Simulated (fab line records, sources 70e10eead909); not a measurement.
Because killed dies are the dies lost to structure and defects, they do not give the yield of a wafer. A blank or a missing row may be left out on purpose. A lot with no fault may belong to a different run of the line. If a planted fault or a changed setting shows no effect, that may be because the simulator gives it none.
Matching of chambers :: flow nand harc :: rie si-01 running NHARC_A_CHANNEL_FILL_D1_ETCHBACK_19: 4 sister chambers
The step etches the open film in HBr/Cl2, target depth 5 nm, time 1.7 s. 20 wafers are shown with their chamber, then 10 later ones without.

== WAFERS, EACH WITH ITS CHAMBER ==
wafer: L074.1
chamber: 3
drypump motor current A (A): 6.3
oes product au (a.u.): 0.995
rf fwd power W (W): 392.3

wafer: L074.4
chamber: 2
drypump motor current A (A): 6.2
oes product au (a.u.): 1.001
rf fwd power W (W): 392.0

wafer: L074.5
chamber: 2
drypump motor current A (A): 6.3
oes product au (a.u.): 0.997
rf fwd power W (W): 390.7

wafer: L075.1
chamber: 0
drypump motor current A (A): 5.5
oes product au (a.u.): 0.991
rf fwd power W (W): 391.9

wafer: L075.5
chamber: 2
drypump motor current A (A): 6.2
oes product au (a.u.): 0.996
rf fwd power W (W): 392.0

wafer: L075.6
chamber: 1
drypump motor current A (A): 4.7
oes product au (a.u.): 0.997
rf fwd power W (W): 388.1

wafer: L076.2
chamber: 0
drypump motor current A (A): 5.5
oes product au (a.u.): 0.998
rf fwd power W (W): 389.7

wafer: L076.3
chamber: 3
drypump motor current A (A): 6.3
oes product au (a.u.): 1.011
rf fwd power W (W): 392.4

wafer: L076.4
chamber: 1
drypump motor current A (A): 4.7
oes product au (a.u.): 0.995
rf fwd power W (W): 389.0

wafer: L077.2
chamber: 0
drypump motor current A (A): 5.5
oes product au (a.u.): 0.990
rf fwd power W (W): 390.4

wafer: L077.5
chamber: 0
drypump motor current A (A): 5.5
oes product au (a.u.): 0.981
rf fwd power W (W): 388.5

wafer: L077.6
chamber: 3
drypump motor current A (A): 6.3
oes product au (a.u.): 1.004
rf fwd power W (W): 390.8

wafer: L083.1
chamber: 3
drypump motor current A (A): 6.3
oes product au (a.u.): 1.008
rf fwd power W (W): 392.1

wafer: L083.4
chamber: 1
drypump motor current A (A): 4.7
oes product au (a.u.): 1.001
rf fwd power W (W): 391.3

wafer: L083.6
chamber: 1
drypump motor current A (A): 4.7
oes product au (a.u.): 0.996
rf fwd power W (W): 388.9

wafer: L085.2
chamber: 1
drypump motor current A (A): 4.7
oes product au (a.u.): 0.994
rf fwd power W (W): 391.4

wafer: L085.3
chamber: 0
drypump motor current A (A): 5.5
oes product au (a.u.): 0.984
rf fwd power W (W): 390.0

wafer: L085.4
chamber: 2
drypump motor current A (A): 6.3
oes product au (a.u.): 0.997
rf fwd power W (W): 390.7

wafer: L086.1
chamber: 0
drypump motor current A (A): 5.5
oes product au (a.u.): 0.993
rf fwd power W (W): 388.8

wafer: L086.4
chamber: 2
drypump motor current A (A): 6.2
oes product au (a.u.): 0.988
rf fwd power W (W): 391.5

SIGNATURES, as means of the wafers listed above
reading: drypump motor current A
chamber 0: 5.500
chamber 1: 4.700
chamber 2: 6.240
chamber 3: 6.300
scatter within a chamber: 0.0274

reading: oes product au
chamber 0: 0.98950
chamber 1: 0.99660
chamber 2: 0.99580
chamber 3: 1.00450
scatter within a chamber: 0.00533

reading: rf fwd power W
chamber 0: 389.883
chamber 1: 389.740
chamber 2: 391.380
chamber 3: 391.900
scatter within a chamber: 1.12
Rule: distance of a wafer from a chamber = root of the sum over the readings of ((wafer's reading minus chamber's mean) / reading's scatter) squared. If the next closest chamber is less than 2 further off than the closest, the wafer can't be placed; otherwise it belongs to the closest. The scatter: the root of (the sum of the squares of (reading less its chamber's mean) over the shown wafers, divided by (wafers less chambers)).

== WAFERS MISSING THEIR CHAMBER ==
wafer: L086.6
drypump motor current A (A): 5.5
oes product au (a.u.): 1.009
rf fwd power W (W): 390.8

wafer: L089.3
drypump motor current A (A): 6.3
oes product au (a.u.): 0.985
rf fwd power W (W): 393.8

wafer: L089.4
drypump motor current A (A): 4.7
oes product au (a.u.): 0.989
rf fwd power W (W): 388.8

wafer: L089.5
drypump motor current A (A): 4.7
oes product au (a.u.): 0.999
rf fwd power W (W): 391.1

wafer: L092.1
drypump motor current A (A): 5.5
oes product au (a.u.): 0.997
rf fwd power W (W): 388.7

wafer: L092.2
drypump motor current A (A): 4.7
oes product au (a.u.): 0.990
rf fwd power W (W): 386.7

wafer: L092.5
drypump motor current A (A): 4.7
oes product au (a.u.): 0.997
rf fwd power W (W): 387.7

wafer: L095.2
drypump motor current A (A): 4.7
oes product au (a.u.): 1.014
rf fwd power W (W): 388.6

wafer: L095.5
drypump motor current A (A): 4.6
oes product au (a.u.): 1.007
rf fwd power W (W): 391.3

wafer: L095.6
drypump motor current A (A): 6.2
oes product au (a.u.): 0.994
rf fwd power W (W): 392.4

== EACH ONE'S CHAMBER ==
wafer: L086.6
from the rows above: 0
in truth: 0

wafer: L089.3
from the rows above: can't be placed: 2 or 3
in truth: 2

wafer: L089.4
from the rows above: 1
in truth: 1

wafer: L089.5
from the rows above: 1
in truth: 1

wafer: L092.1
from the rows above: 0
in truth: 0

wafer: L092.2
from the rows above: 1
in truth: 1

wafer: L092.5
from the rows above: 1
in truth: 1

wafer: L095.2
from the rows above: 1
in truth: 1

wafer: L095.5
from the rows above: 1
in truth: 1

wafer: L095.6
from the rows above: 2
in truth: 2
9 of 10 placed correctly. Not placeable from these rows: 1 (in 1, the candidates include the true chamber). Number placed wrongly: 0.
